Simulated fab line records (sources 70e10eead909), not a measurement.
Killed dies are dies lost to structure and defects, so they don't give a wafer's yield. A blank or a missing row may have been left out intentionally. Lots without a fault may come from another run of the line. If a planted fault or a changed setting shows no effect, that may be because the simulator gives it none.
Comparing a struck lot with a sound one || flow nandHarc || 14 out of 1159 route steps
Sound: wafers L991.2, L991.3, L991.5. Struck: wafer L995.1 (left out: L995.5, L995.6 of the same lot, which were not struck); the cause appears at the end.
Per side, at each step with rows, come the tool, then ch with its chambers, and then its first start. Under that, the readings that differ: sound wafers || struck wafers || difference of the means || sigmas: that difference in standard deviations of wafers without a fault.
alike: readings with means less than 2 such deviations apart, plus words and numbers identical on both sides. not compared: withheld readings, readings lacking a value on some wafer, bounds such as >300 that could conceal the same value, and numbers that have no deviation in the record and whose values overlap.
A row with sigmas, a row that says differs or no value, or rows on one side alone: a step with any of these is where the two part. Numbers that don't overlap but have no deviation are shown without sigmas and don't part them. A reading that every wafer of one side lacks parts them only if that side has two wafers or more.

NHARC_A_WL_FILL_CVD_03: deposits W, target thk 40 nm, time 3302 s.
  sound on cvdW-01 ch 0,1, day 16 20:22; struck on cvdW-01 ch 0, day 19 16:26
{"reading": "susceptorTempC (C)", "sound": "- - -", "struck": 300.04, "difference": "no value on the sound wafers", "sigmas": ""}
  alike: heaterPowerW, throttleValvePct
NHARC_A_WL_FILL_ETCHBACK_04: etches the open film in NF3, target depth 60 nm, time 120 s.
  sound on rieMetal-02 ch 0,1, day 16 23:13; struck on rieMetal-03 ch 1, day 19 19:51
{"reading": "chamberPressureMTorr (mTorr)", "sound": "299.77 300.36 300.50", "struck": 299.58, "difference": -0.63, "sigmas": -2}
  alike: drypumpMotorCurrentA, oesProductAu, runLengthS
  not compared: rfHoursCounterH
NHARC_A_WL_FILL_ETCHBACK_05: etches the open film in Cl2/BCl3, target depth 22 nm, time 60 s.
  sound on rieMetal-02 ch 0,1, day 16 23:26; struck on rieMetal-03 ch 0, day 19 20:04
  alike: chamberPressureMTorr, drypumpMotorCurrentA, oesProductAu, runLengthS, tempC
  not compared: rfHoursCounterH
then, 6 steps without rows for these wafers: NHARC_A_WL_FILL_STRIP_27 (strips in N2/H2, time 20 s); NHARC_A_WL_FILL_STRIP_28 (strips in post etch residue remover, time 1200 s); NHARC_A_WL_FILL_PRECLEAN_06 (cleans in DIW, time 300 s); NHARC_A_WL_FILL_SRD_07; NHARC_A_WL_FILL_ANNEAL_08 (time 1800 s); NHARC_A_WL_FILL_ALD_10 (deposits SiO2, target thk 50 nm, pulse time 10 s, ald cycles 500).
NHARC_A_WL_FILL_ETCHBACK_16: etches the open film in C4F8/O2/Ar, target depth 88 nm, time 17.6 s.
  sound: rieDiel-12 ch 0,1,2; struck: rieDiel-12 ch 0
  alike: chamberPressureMTorr, oesProductAu, rfVppV, runLengthS
  not compared: rfHoursCounterH
NHARC_A_WL_FILL_STRIP_29: strips in O2, time 20 s.
  sound on rieDiel-12 ch 1,2,3, day 17 06:58; struck on rieDiel-12 ch 0, day 20 07:56
  alike: chamberPressureMTorr, drypumpMotorCurrentA, oesProductAu, rfVppV, showerheadPlenumPTorr, throttleValvePct
  not compared: rfHoursCounterH
NHARC_A_WL_FILL_ETCHBACK_17: etches the open film in Cl2/BCl3, target depth 4 nm, time 26.7 s.
  sound on rieMetal-01 ch 0,1, day 17 07:02; struck on rieMetal-01 ch 1, day 20 08:01
{"reading": "runLengthS (s)", "sound": "47.5 47.1 47.8", "struck": 39.1, "difference": -8.4, "sigmas": -19}
  alike: chamberPressureMTorr, drypumpMotorCurrentA, oesProductAu
  not compared: rfHoursCounterH
then, 1 step without rows for these wafers: NHARC_A_WL_FILL_PRECLEAN_18 (cleans in dHF, time 30 s).
-- record jumps: 5 days between struck wafers' starts before vs after; left off in module A_WL_FILL, resumes in module END, first step shown is number 1159 of the route --
NHARC_END_SORT_01:
  sound on prober-02 ch 0, day 21 12:52; struck on prober-02 ch 0, day 25 10:20
{"reading": "killedAtOther", "sound": "1 0 0", "struck": 3, "difference": "+3", "sigmas": "+2"}
  alike: killedAtArray, killedAtPeriphery, killedDies, killedOpen, killedShort

## WHERE THEY PART
First at NHARC_A_WL_FILL_CVD_03; last, within this record, at NHARC_END_SORT_01.

WHY: whatever the simulator had introduced
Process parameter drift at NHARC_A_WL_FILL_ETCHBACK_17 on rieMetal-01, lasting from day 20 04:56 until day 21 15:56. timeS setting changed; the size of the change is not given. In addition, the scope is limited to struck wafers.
